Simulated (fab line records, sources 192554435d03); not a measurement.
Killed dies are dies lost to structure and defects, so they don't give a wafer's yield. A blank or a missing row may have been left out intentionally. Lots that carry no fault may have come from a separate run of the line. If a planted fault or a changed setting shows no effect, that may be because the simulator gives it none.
fab line records -- flow n5Finfet
record lots=9, wafers=27, lastDay=18
route steps=1938 shown FIN_CUT@169 STI_FIN_REVEAL@183 BEOL_M4@1111 PASSIVATION@1936
lots with no fault: from the same line, run without faults
startH: hours from the record's opening day to when the first of the lot's shown wafers began -- waitH: how many hours have passed since the lot's step before this one -- " repeats the value in the row above -- L1.1+2: several wafers, shown together as one row -- - value missing, or start not given -- * or withheld: withheld -- < > ~ a bound
route shown NAME@n: a module of which the file shows steps, and the number in the route of the first -- usual: mean and standard deviation over wafers with no fault -- same: alike in all rows -- chamber/n: place in a boat -- sites: readings site by site -- _std_site: their standard deviation -- _edge_site: the outer-site mean with the inner-site mean subtracted -- radiusMm: for every site, how far away it sits from the centre of the wafer -- mask NAME#n: copy n -- behind: tool/chamber where the wafer was last shaped -- hold: cause of the lot's hold/its duration in hours/its outcome -- device: transistor that didn't switch, given as n, p or np -- end of line: the tests these same wafers got at the end of their route -- a step given without rows: its recipe and nothing more -- killed: at the first sort, the dies lost to defects and structure; wafer yield is something else -- map: dies across one wafer; x = killed, . = not, _ = none there
set.NAME: the setting the step ran with; set.NAME@STEP: the setting that earlier step ran with -- model.NAME: the simulator's own value behind a step, which no gauge read
the route's steps for a sample of lots (tables are steps, rows are wafers)
services: from which hour (startH, from the record's first day; less than 0 if before it) a tool's chamber was out of use, for how many hours, and why
## steps
# step N5_FIN_CUT_ETCH_21
# recipe chemistry=N2/H2, target=SOC, targetDepthA=2190, overetchA=438, maskMaterial=SiARC, tempC=40, ionEnergyEv=100, biasW=61, timeS=523.5, pressureMtorr=30, sourceW=850, n2FlowSccm=200, h2FlowSccm=200
# usual drypumpMotorCurrentA=5.52/0.3, oesProductAu=0.73/0.065, rfVppV=240.7/1.3, showerheadPlenumPTorr=2.54/0.09, tempC=39.97/0.11, throttleValvePct=17.79/0.27
# same timeS=523.5
lot.wafer,tool,chamber,startH,waitH,drypumpMotorCurrentA,oesProductAu,rfHoursCounterH,rfVppV,showerheadPlenumPTorr,tempC,throttleValvePct
L398.2,rieDiel-01,0,45.16,0.0,5.07,0.80,37,240.9,2.59,40.03,17.84
L398.3,rieDiel-01,1,45.16,0.0,5.60,0.69,172,242.1,2.65,40.16,17.84
L398.6,rieDiel-01,2,45.16,0.0,5.69,0.69,-,240.6,2.54,39.91,17.95
L401.1,rieDiel-03,2,63.46,0.0,5.32,0.72,135,240.7,2.55,39.85,18.24
L401.2,rieDiel-03,1,63.46,0.0,5.20,0.74,102,238.8,2.35,40.22,17.40
L401.6,rieDiel-03,0,63.46,0.0,5.57,0.69,-,242.1,2.53,40.06,17.49
L402.1,rieDiel-06,3,68.90,0.0,5.05,0.68,177,239.0,2.43,39.95,17.85
L402.3,rieDiel-06,0,68.90,0.0,5.46,0.87,17,241.3,2.60,39.84,17.38
L402.6,rieDiel-06,3,68.90,0.0,5.06,0.69,-,239.1,2.43,39.74,17.84
L406.1,rieDiel-01,0,101.51,0.0,5.07,0.78,53,239.7,2.58,40.06,17.87
L406.2,rieDiel-01,2,101.51,0.0,5.68,0.68,187,241.0,2.53,39.91,17.96
L406.6,rieDiel-01,0,101.51,0.0,5.07,0.79,-,241.9,2.58,39.99,17.85
L410.1,rieDiel-03,3,118.86,0.0,5.71,0.67,203,239.9,2.53,39.76,18.11
L410.2,rieDiel-03,2,118.86,0.0,5.31,0.70,150,240.4,2.54,39.86,18.27
L410.5,rieDiel-03,0,118.86,0.0,5.58,0.68,-,240.7,2.52,39.92,17.54
L412.3,rieDiel-06,0,130.13,0.0,5.46,0.82,38,239.8,2.59,40.17,17.42
L412.4,rieDiel-06,1,130.13,0.0,5.96,0.84,13,242.5,2.60,39.82,17.55
L412.5,rieDiel-06,1,130.13,0.0,5.98,0.84,-,243.4,2.60,39.98,17.54
L414.3,rieDiel-03,3,140.67,0.0,5.71,0.66,212,240.3,2.52,40.08,18.11
L414.5,rieDiel-03,3,140.67,0.0,5.72,0.66,-,239.1,2.52,39.87,18.13
L414.6,rieDiel-03,2,140.67,0.0,5.33,0.69,-,240.4,2.54,39.68,18.28
L416.2,rieDiel-06,3,152.17,0.0,5.08,0.67,206,237.9,2.42,39.89,17.90
L416.5,rieDiel-06,3,152.17,0.0,5.08,0.67,-,239.4,2.42,39.91,17.91
L416.6,rieDiel-06,1,152.17,0.0,5.98,0.83,-,242.8,2.60,40.10,17.57
L417.1,rieDiel-06,3,158.50,0.0,5.07,0.67,207,239.1,2.42,39.98,17.91
L417.2,rieDiel-06,2,158.50,0.0,5.95,0.73,99,241.8,2.68,40.01,17.71
L417.3,rieDiel-06,0,158.50,0.0,5.48,0.81,47,240.2,2.59,39.95,17.43
# step N5_FIN_CUT_CUT_ETCH_26
# recipe chemistry=CH3F/O2, target=SiNx, targetDepthA=390, maskMaterial=SOC, timeS=55.7, pressureMtorr=30, sourceW=395, biasW=73, Ar_flow_sccm=150, CH3F_flow_sccm=30, O2_flow_sccm=20, ionEnergyEv=120
# usual CH3F_flow_sccm=30.01/0.087, drypumpMotorCurrentA=5.51/0.3, oes_o_777_au=0.79/0.074, oesProductAu=0.79/0.078, rfVppV=298.5/2.9, showerheadPlenumPTorr=2.00/0.067, throttleValvePct=16.31/0.26
# same timeS=55.7
lot.wafer,tool,chamber,startH,waitH,CH3F_flow_sccm,drypumpMotorCurrentA,oes_o_777_au,oesProductAu,rfHoursCounterH,rfVppV,showerheadPlenumPTorr,throttleValvePct
L398.2,rieDiel-01,0,45.50,0.0,29.96,5.07,0.88,0.88,38,301.7,2.04,16.42
L398.3,rieDiel-01,1,45.50,0.0,29.98,5.58,0.76,0.75,172,298.9,2.07,16.37
L398.6,rieDiel-01,2,45.50,0.0,29.91,5.68,0.73,0.75,-,301.9,2.00,16.48
L401.1,rieDiel-03,2,63.81,0.0,30.12,5.31,0.78,0.77,135,300.6,2.01,16.79
L401.2,rieDiel-03,1,63.81,0.0,29.86,5.21,0.80,0.81,102,295.0,1.86,16.09
L401.6,rieDiel-03,0,63.81,0.0,29.94,5.59,0.77,0.75,-,290.0,1.99,16.21
L402.1,rieDiel-06,3,69.24,0.0,29.98,5.06,0.75,0.74,177,298.7,1.90,16.31
L402.3,rieDiel-06,0,69.24,0.0,30.01,5.45,0.94,0.94,17,301.8,2.04,15.95
L402.6,rieDiel-06,3,69.24,0.0,29.99,5.05,0.74,0.74,-,299.5,1.90,16.32
L406.1,rieDiel-01,0,101.86,0.0,30.01,5.07,0.85,0.85,53,300.7,2.03,16.45
L406.2,rieDiel-01,2,101.86,0.0,30.13,5.68,0.72,0.74,187,301.4,1.99,16.50
L406.6,rieDiel-01,0,101.86,0.0,30.04,5.07,0.86,0.85,-,299.7,2.03,16.44
L410.1,rieDiel-03,3,119.20,0.0,29.92,5.71,0.73,0.71,204,299.1,1.98,16.62
L410.2,rieDiel-03,2,119.20,0.0,30.07,5.29,0.76,0.76,150,299.8,2.01,16.84
L410.5,rieDiel-03,0,119.20,0.0,29.94,5.53,0.77,0.73,-,291.6,1.99,16.25
L412.3,rieDiel-06,0,130.48,0.0,30.07,5.44,0.90,0.89,38,300.6,2.04,15.98
L412.4,rieDiel-06,1,130.48,0.0,29.93,5.97,0.93,0.95,13,298.1,2.05,16.02
L412.5,rieDiel-06,1,130.48,0.0,29.92,5.95,0.94,0.94,-,298.7,2.05,16.02
L414.3,rieDiel-03,3,141.02,0.0,30.18,5.68,0.72,0.71,212,297.6,1.98,16.61
L414.5,rieDiel-03,3,141.02,0.0,30.17,5.69,0.71,0.69,-,298.8,1.98,16.61
L414.6,rieDiel-03,2,141.02,0.0,30.17,5.28,0.76,0.74,-,299.8,2.01,16.84
L416.2,rieDiel-06,3,152.51,0.0,29.92,5.05,0.72,0.73,206,297.6,1.90,16.37
L416.5,rieDiel-06,3,152.51,0.0,30.00,5.06,0.72,0.73,-,298.0,1.90,16.37
L416.6,rieDiel-06,1,152.51,0.0,29.91,5.95,0.91,0.92,-,298.9,2.04,16.03
L417.1,rieDiel-06,3,158.85,0.0,30.06,5.08,0.72,0.73,207,298.9,1.89,16.37
L417.2,rieDiel-06,2,158.85,0.0,30.14,5.95,0.81,0.79,100,301.0,2.09,16.03
L417.3,rieDiel-06,0,158.85,0.0,29.87,5.44,0.89,0.89,47,303.1,2.03,16.00
# step N5_STI_FIN_REVEAL_ALD_00
# recipe material=SiO2, targetThkA=10, tempC=300, aldPrecursorFamily=BDEAS, aldCoReactant=O2-plasma, pulseTimeS=1, pressureTorr=2
# usual chamberPressureTorr=1.999/0.0045, heaterPowerOuterW=278/31, heaterPowerW=495/48, precursorPulseHeightRel=0.995/0.021, susceptorTempC=299.99/0.18
lot.wafer,tool,chamber,startH,waitH,chamberPressureTorr,heaterPowerOuterW,heaterPowerW,precursorPulseHeightRel,susceptorTempC
L398.2,aldSin-04,1,46.02,0.0,2.003,270,518,1.010,300.26
L398.3,aldSin-04,0,46.02,0.0,2.002,246,472,0.989,300.11
L398.6,aldSin-04,1,46.02,0.0,2.003,278,508,1.019,300.26
L401.1,aldSin-01,1,64.40,0.0,-,-,-,-,-
L401.2,aldSin-01,0,64.40,0.0,-,-,-,-,-
L401.6,aldSin-01,1,64.40,0.0,-,-,-,-,-
L402.1,aldSin-04,1,70.77,1.1,-,-,-,-,-
L402.3,aldSin-04,3,70.77,1.1,-,-,-,-,-
L402.6,aldSin-04,0,70.77,1.1,-,-,-,-,-
L406.1,aldSin-04,2,102.38,0.0,2.011,262,467,1.015,300.20
L406.2,aldSin-04,1,102.38,0.0,1.998,271,512,1.035,300.23
L406.6,aldSin-04,2,102.38,0.0,1.998,263,471,0.987,300.08
L410.1,aldSin-01,1,119.86,0.1,1.993,281,509,1.003,299.91
L410.2,aldSin-01,3,119.86,0.1,2.004,260,420,1.002,300.12
L410.5,aldSin-01,2,119.86,0.1,1.992,262,447,1.019,300.14
L412.3,aldSin-04,1,131.76,0.5,2.006,279,502,1.005,299.92
L412.4,aldSin-04,0,131.76,0.5,2.004,243,454,0.998,299.69
L412.5,aldSin-04,0,131.76,0.5,2.004,237,470,0.972,299.74
L414.3,aldSin-02,0,141.53,0.0,2.002,224,418,0.955,300.10
L414.5,aldSin-02,3,141.53,0.0,2.001,318,542,1.018,299.82
L414.6,aldSin-02,2,141.53,0.0,2.010,332,534,0.990,299.68
L416.2,aldSin-04,2,153.35,0.3,2.001,274,451,1.010,299.88
L416.5,aldSin-04,2,153.35,0.3,2.002,265,467,1.019,300.24
L416.6,aldSin-04,1,153.35,0.3,1.996,271,496,1.045,300.14
L417.1,aldSin-02,0,159.59,0.3,2.002,232,402,0.999,299.92
L417.2,aldSin-02,3,159.59,0.3,2.003,316,555,0.991,299.96
L417.3,aldSin-02,2,159.59,0.3,2.001,321,545,1.003,299.79
# step N5_STI_FIN_REVEAL_THK_MEAS_05
# usual thkNm=131.8/0.92
lot.wafer,tool,chamber,startH,waitH,thkNm
L398.2,filmMetro-01,-,52.00,-,133.7
L398.3,filmMetro-01,-,52.00,-,133.8
L398.6,filmMetro-01,-,52.00,-,133.4
L401.1,filmMetro-02,-,69.80,-,131.6
L401.2,filmMetro-02,-,69.80,-,133.3
L401.6,filmMetro-02,-,69.80,-,132.4
L402.1,filmMetro-01,-,76.16,-,129.7
L402.3,filmMetro-01,-,76.16,-,130.7
L402.6,filmMetro-01,-,76.16,-,131.6
L406.1,filmMetro-02,-,107.76,-,131.2
L406.2,filmMetro-02,-,107.76,-,132.4
L406.6,filmMetro-02,-,107.76,-,133.0
L410.1,filmMetro-01,-,125.24,-,131.5
L410.2,filmMetro-01,-,125.24,-,131.9
L410.5,filmMetro-01,-,125.24,-,131.4
L412.3,filmMetro-01,-,137.15,-,131.9
L412.4,filmMetro-01,-,137.15,-,131.0
L412.5,filmMetro-01,-,137.15,-,132.0
L414.3,filmMetro-01,-,146.91,-,132.7
L414.5,filmMetro-01,-,146.91,-,131.5
L414.6,filmMetro-01,-,146.91,-,131.5
L416.2,filmMetro-02,-,158.74,-,131.3
L416.5,filmMetro-02,-,158.74,-,130.7
L416.6,filmMetro-02,-,158.74,-,131.6
L417.1,filmMetro-01,-,164.97,-,131.1
L417.2,filmMetro-01,-,164.97,-,130.8
L417.3,filmMetro-01,-,164.97,-,131.3
# step N5_BEOL_M4_RC_MEAS_101
# usual DIBL_N=35.9/1.3, DIBL_P=35.9/1.5, IOFF_N=0.152/0.023, IOFF_P=0.204/0.027, ION_N=673/9.2, ION_P=462/6.7, SS_N=71.4/0.48, SS_P=73.2/0.55, VT_N=250.3/2.6, VT_P=-250.6/3
lot.wafer,tool,chamber,startH,waitH,DIBL_N[mV/V],DIBL_P[mV/V],IOFF_N[nA/um],IOFF_P[nA/um],ION_N[uA/um],ION_P[uA/um],SS_N[mV/dec],SS_P[mV/dec],VT_N[mV],VT_P[mV]
L398.2,prober-02,0,210.39,0.2,36.5,37.3,0.167,0.198,677,461,70.8,74.3,249.8,-253.7
L398.3,prober-02,0,210.39,0.2,35.0,36.3,0.150,0.182,679,452,71.0,73.0,252.0,-254.3
L398.6,prober-02,0,210.39,0.2,36.1,37.1,0.163,0.197,680,462,71.5,73.2,248.3,-251.2
L401.1,prober-02,0,230.87,0.0,36.6,35.2,0.144,0.217,665,462,71.6,73.5,252.7,-248.6
L401.2,prober-02,0,230.87,0.0,37.2,36.9,0.167,0.244,671,464,72.1,74.2,248.3,-249.5
L401.6,prober-02,0,230.87,0.0,36.1,34.5,0.141,0.198,659,449,71.9,72.5,253.3,-251.8
L402.1,prober-02,0,240.07,0.2,34.9,35.7,0.133,0.189,680,467,71.8,73.1,252.7,-250.8
L402.3,prober-02,0,240.07,0.2,34.8,33.9,0.126,0.161,670,454,71.0,73.6,253.6,-254.7
L402.6,prober-02,0,240.07,0.2,34.8,34.9,0.130,0.178,668,462,71.0,72.1,253.5,-252.7
L406.1,prober-01,0,266.27,0.0,35.2,36.2,0.158,0.216,679,469,71.9,72.9,250.1,-248.2
L406.2,prober-01,0,266.27,0.0,32.5,33.7,0.120,0.180,670,462,70.6,72.4,252.9,-250.1
L406.6,prober-01,0,266.27,0.0,35.8,36.4,0.160,0.222,671,462,71.1,73.5,251.2,-248.6
L410.1,prober-02,0,278.09,0.0,37.4,34.7,0.139,0.161,679,457,71.0,72.6,251.0,-255.2
L410.2,prober-02,0,278.09,0.0,39.0,36.7,0.163,0.193,689,463,71.4,73.7,248.7,-253.3
L410.5,prober-02,0,278.09,0.0,36.4,33.5,0.121,0.149,669,452,71.3,72.6,252.4,-252.7
L412.3,prober-01,0,302.78,0.3,36.5,36.9,0.146,0.178,671,459,70.9,73.0,250.3,-251.8
L412.4,prober-01,0,302.78,0.3,36.6,37.0,0.141,0.178,660,451,70.4,72.9,250.9,-254.6
L412.5,prober-01,0,302.78,0.3,36.1,36.0,0.139,0.168,674,457,71.4,73.4,249.9,-253.8
L414.3,prober-01,0,305.57,0.3,36.5,36.4,0.174,0.228,688,471,71.9,72.9,246.3,-248.1
L414.5,prober-01,0,305.57,0.3,35.8,35.8,0.162,0.218,681,469,72.0,72.9,248.6,-249.2
L414.6,prober-01,0,305.57,0.3,36.4,36.3,0.172,0.228,677,468,71.1,72.5,245.5,-247.2
L416.2,prober-02,0,313.59,0.2,35.1,35.8,0.128,0.167,669,455,71.1,73.3,255.3,-254.2
L416.5,prober-02,0,313.59,0.2,35.0,36.8,0.132,0.175,668,454,71.7,73.4,253.2,-253.3
L416.6,prober-02,0,313.59,0.2,35.1,36.6,0.138,0.171,672,456,71.8,73.2,252.9,-257.5
L417.1,prober-01,0,331.94,0.0,41.0,40.4,0.248,0.306,686,469,72.2,74.8,245.1,-245.4
L417.2,prober-01,0,331.94,0.0,37.6,35.8,0.157,0.216,667,459,72.2,73.7,251.9,-252.3
L417.3,prober-01,0,331.94,0.0,38.4,36.5,0.177,0.238,669,455,71.4,74.4,249.1,-249.1
# step N5_PASSIVATION_PROBE_49
# usual defectLimitedYield=91.0/1.5, killed_at_M0_to_M3=37/12, killed_at_M4_up=13/5, killedAtContacts=13/6.1, killedAtFrontEnd=39/11, killedAtOther=4/3.2, killedDies=106/17, killedOnRim=13/4.2, killedOpen=69/12, killedShort=35/7.9, sort_bin_4_leakage=0.00/0.007, sort_bin_5_function=5.3/1, sort_bin_6_memory=3.3/0.68, sortNPass=1074/17, sortYieldPct=91.0/1.5
# same grossDies=1180, killedAtBackSide=0, sort_bin_8_speed[%]=0
lot.wafer,tool,chamber,startH,waitH,defectLimitedYield[%],killed_at_M0_to_M3,killed_at_M4_up,killedAtContacts,killedAtFrontEnd,killedAtOther,killedDies,killedOnRim,killedOpen,killedShort,sort_bin_4_leakage[%],sort_bin_5_function[%],sort_bin_6_memory[%],sortNPass,sortYieldPct[%]
L401.1,prober-01,-,335.31,0.0,77.7,68,16,11,165,3,263,17,80,46,0,17.8,4.0,917,77.7
L401.2,prober-01,-,335.36,0.1,80.1,55,13,7,159,1,235,57,59,48,0,15.6,3.6,945,80.1
L401.6,prober-01,-,335.56,0.3,77.3,69,21,11,166,1,268,27,94,54,0,18.1,4.2,912,77.3
L402.1,prober-02,-,355.92,0.0,79.0,56,14,14,161,3,248,67,80,48,0,16.6,3.9,932,79.0
L402.3,prober-02,-,356.02,0.1,80.3,51,12,16,151,2,232,69,66,34,0,16.5,2.7,948,80.3
L402.6,prober-02,-,356.17,0.3,80.6,24,21,5,174,5,229,71,56,27,0,16.8,2.4,951,80.6
L406.1,prober-01,-,374.41,0.0,90.2,52,8,10,41,5,116,15,80,35,0,5.8,3.8,1064,90.2
L406.2,prober-01,-,374.46,0.1,90.4,46,11,18,29,9,113,16,78,34,0,5.9,3.5,1067,90.4
L406.6,prober-01,-,374.66,0.3,89.7,41,21,11,37,12,122,20,77,44,0,5.9,3.9,1058,89.7
L410.1,prober-01,-,390.37,0.0,88.6,56,16,8,45,9,134,22,79,52,0,7.0,3.7,1046,88.6
L410.2,prober-01,-,390.42,0.1,91.0,34,16,14,35,7,106,13,65,39,0,5.2,3.6,1074,91.0
L410.5,prober-01,-,390.57,0.2,91.1,37,14,10,38,6,105,19,63,39,0,5.1,3.5,1075,91.1
L414.3,prober-01,-,414.82,0.1,90.6,40,12,22,32,5,111,13,81,29,0,5.8,3.1,1069,90.6
L414.5,prober-01,-,414.92,0.2,89.4,44,10,30,41,0,125,7,86,35,0,5.6,4.2,1055,89.4
L414.6,prober-01,-,414.97,0.3,88.5,62,14,22,38,0,136,12,90,45,0,6.4,4.8,1044,88.5
# killed by level:class
L401.1 STI_FIN_REVEAL:areaAld=136 BEOL_M0_SAQP:geometricParticle:open=21 BEOL_M0_SAQP:geometricParticle:short=17 BEOL_M3:geometricParticle:open=12 GATE_CUT:geometricParticle:short=8 BEOL_M4:geometricParticle:open=7 FIN_SAQP:geometricParticle:open=6 MOL_CONTACT_COAG:geometricParticle:open=6
L401.2 STI_FIN_REVEAL:areaAld=128 BEOL_M0_SAQP:geometricParticle:open=21 BEOL_M0_SAQP:geometricParticle:short=18 FIN_SAQP:geometricParticle:short=6 GATE_CUT:geometricParticle:short=6 BEOL_M2:geometricParticle:open=5 BEOL_M3:geometricParticle:open=5 STARTING-WAFER:geometricParticle:short=5
L401.6 STI_FIN_REVEAL:areaAld=120 BEOL_M0_SAQP:geometricParticle:short=28 BEOL_M0_SAQP:geometricParticle:open=25 BEOL_M4:geometricParticle:open=13 STI_FIN_REVEAL:geometricParticle:open=11 MOL_CONTACT_COAG:geometricParticle:open=10 DUMMY_GATE:geometricParticle:open=8 FIN_SAQP:geometricParticle:open=5
L402.1 STI_FIN_REVEAL:areaAld=119 BEOL_M0_SAQP:geometricParticle:short=22 STI_FIN_REVEAL:geometricParticle:open=15 BEOL_M0_SAQP:geometricParticle:open=15 MOL_CONTACT_COAG:geometricParticle:open=10 GATE_CUT:geometricParticle:short=6 DUMMY_GATE:geometricParticle:open=5 BEOL_M3:geometricParticle:open=5
L402.3 STI_FIN_REVEAL:areaAld=130 BEOL_M0_SAQP:geometricParticle:short=16 MOL_CONTACT_COAG:geometricParticle:open=15 BEOL_M0_SAQP:geometricParticle:open=15 BEOL_M2:geometricParticle:open=9 STI_FIN_REVEAL:geometricParticle:open=5 GATE_CUT:geometricParticle:short=5 BEOL_M3:geometricParticle:open=4
L402.6 STI_FIN_REVEAL:areaAld=144 BEOL_M4:geometricParticle:open=9 GATE_CUT:geometricParticle:short=5 BEOL_M0_SAQP:geometricParticle:open=5 BEOL_M0_SAQP:geometricParticle:short=5 BEOL_M2:geometricParticle:open=5 STI_FIN_REVEAL:geometricParticle:open=4 DUMMY_GATE:geometricParticle:open=4
L406.1 BEOL_M1:geometricParticle:open=19 FIN_SAQP:geometricParticle:open=18 FIN_SAQP:geometricParticle:short=11 MOL_CONTACT_COAG:geometricParticle:open=10 BEOL_M0_SAQP:geometricParticle:short=10 BEOL_M0_SAQP:geometricParticle:open=9 BEOL_M3:geometricParticle:open=7 PAD_METAL:geometricParticle:open=3
L406.2 MOL_CONTACT_COAG:geometricParticle:open=15 BEOL_M3:geometricParticle:open=13 BEOL_M0_SAQP:geometricParticle:short=11 BEOL_M0_SAQP:geometricParticle:open=9 BEOL_M4:geometricParticle:open=8 STI_FIN_REVEAL:geometricParticle:open=4 GATE_CUT:geometricParticle:short=4 GATE_CUT:geometricParticle:open=4
L406.6 BEOL_M0_SAQP:geometricParticle:short=11 BEOL_M0_SAQP:geometricParticle:open=11 MOL_CONTACT_COAG:geometricParticle:open=9 BEOL_M4:geometricParticle:open=9 STI_FIN_REVEAL:geometricParticle:open=7 FIN_SAQP:geometricParticle:open=6 PASS1_CAP:geometricParticle:short=6 BEOL_M1:geometricParticle:open=5
L410.1 FIN_SAQP:geometricParticle:open=14 BEOL_M2:geometricParticle:open=14 BEOL_M0_SAQP:geometricParticle:short=13 FIN_SAQP:geometricParticle:short=9 BEOL_M0_SAQP:geometricParticle:open=9 BEOL_M3:geometricParticle:open=8 STI_FIN_REVEAL:geometricParticle:open=5 BEOL_M0:geometricParticle:short=5
L410.2 MOL_CONTACT_COAG:geometricParticle:open=13 BEOL_M0_SAQP:geometricParticle:short=10 FIN_SAQP:geometricParticle:short=7 STI_FIN_REVEAL:geometricParticle:open=6 GATE_CUT:geometricParticle:short=6 BEOL_M1:geometricParticle:open=6 BEOL_M4:geometricParticle:open=6 ILD0:geometricParticle:open=5
L410.5 FIN_SAQP:geometricParticle:short=12 BEOL_M2:geometricParticle:open=11 MOL_CONTACT_COAG:geometricParticle:open=8 BEOL_M0_SAQP:geometricParticle:open=7 BEOL_M1:geometricParticle:open=7 FIN_SAQP:geometricParticle:open=5 GATE_CUT:geometricParticle:short=5 BEOL_M4:geometricParticle:short=4
L414.3 MOL_CONTACT_COAG:geometricParticle:open=19 BEOL_M3:geometricParticle:open=11 BEOL_M2:geometricParticle:open=10 BEOL_M0_SAQP:geometricParticle:open=9 BEOL_M0_SAQP:geometricParticle:short=8 FIN_SAQP:geometricParticle:open=7 STI_FIN_REVEAL:geometricParticle:open=5 FIN_SAQP:geometricParticle:short=4
L414.5 MOL_CONTACT_COAG:geometricParticle:open=22 BEOL_M2:geometricParticle:open=17 STI_FIN_REVEAL:geometricParticle:open=8 MOL_CONTACT_COAG:geometricParticle:short=8 BEOL_M4:geometricParticle:open=8 BEOL_M3:geometricParticle:open=8 FIN_SAQP:geometricParticle:short=6 BEOL_M0_SAQP:geometricParticle:short=6
L414.6 BEOL_M0_SAQP:geometricParticle:short=18 BEOL_M0_SAQP:geometricParticle:open=17 MOL_CONTACT_COAG:geometricParticle:open=16 STI_FIN_REVEAL:geometricParticle:open=12 FIN_SAQP:geometricParticle:short=8 BEOL_M2:geometricParticle:open=8 BEOL_M3:geometricParticle:open=8 BEOL_M1:geometricParticle:open=7
## services
tool,chamber,startH,hours,kind
aldSin-01,3,22.92,16.0,repair
rieDiel-06,1,71.11,-,clean
rieDiel-06,1,71.11,-,consumableReplace:focusRing
rieDiel-06,1,71.11,17.6,scheduledDown
rieDiel-06,1,71.11,17.6,ventCycle
aldSin-04,1,82.27,4.2,repair
aldSin-01,-,83.81,14.6,pm
aldSin-04,-,85.25,14.0,pm
aldSin-04,0,85.25,14.0,ventCycle
aldSin-04,2,85.25,14.0,ventCycle
aldSin-04,3,85.25,14.0,ventCycle
rieDiel-03,3,91.98,1.4,repair
aldSin-04,0,99.25,-,clean
aldSin-04,1,99.25,-,clean
aldSin-04,2,99.25,-,clean
aldSin-04,3,99.25,-,clean
rieDiel-03,-,110.52,4.3,pm
rieDiel-03,0,122.22,3.0,repair
rieDiel-03,0,125.87,9.6,repair
rieDiel-01,0,135.30,1.6,repair
rieDiel-06,2,146.56,6.0,repair
rieDiel-03,2,152.31,9.3,repair
## key
firstSign step=N5_STI_FIN_REVEAL_ALD_00, reading=toolRecord, direction=missing
effect step=N5_PASSIVATION_PROBE_49, reading=sort_bin_5_function, direction=up, sigmas=12, usual=5.3, struck=16.9
moreKillsBornAt N5_STI_FIN_REVEAL_ALD_00@aldSin-04=393, N5_STI_FIN_REVEAL_ALD_00@aldSin-01=384
metAt N5_STI_FIN_REVEAL_ALD_00
struckLots L401,L402
notActingAt N5_FIN_CUT_ETCH_21,N5_FIN_CUT_CUT_ETCH_26,N5_STI_FIN_REVEAL_THK_MEAS_05
onsetBetween 46.02 64.40
fault kind=skippedStepWhole, tool=aldSin-01,aldSin-04, chamber=-, onsetH=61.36, steps=N5_STI_FIN_REVEAL_ALD_00, scope=struckLotsOnly
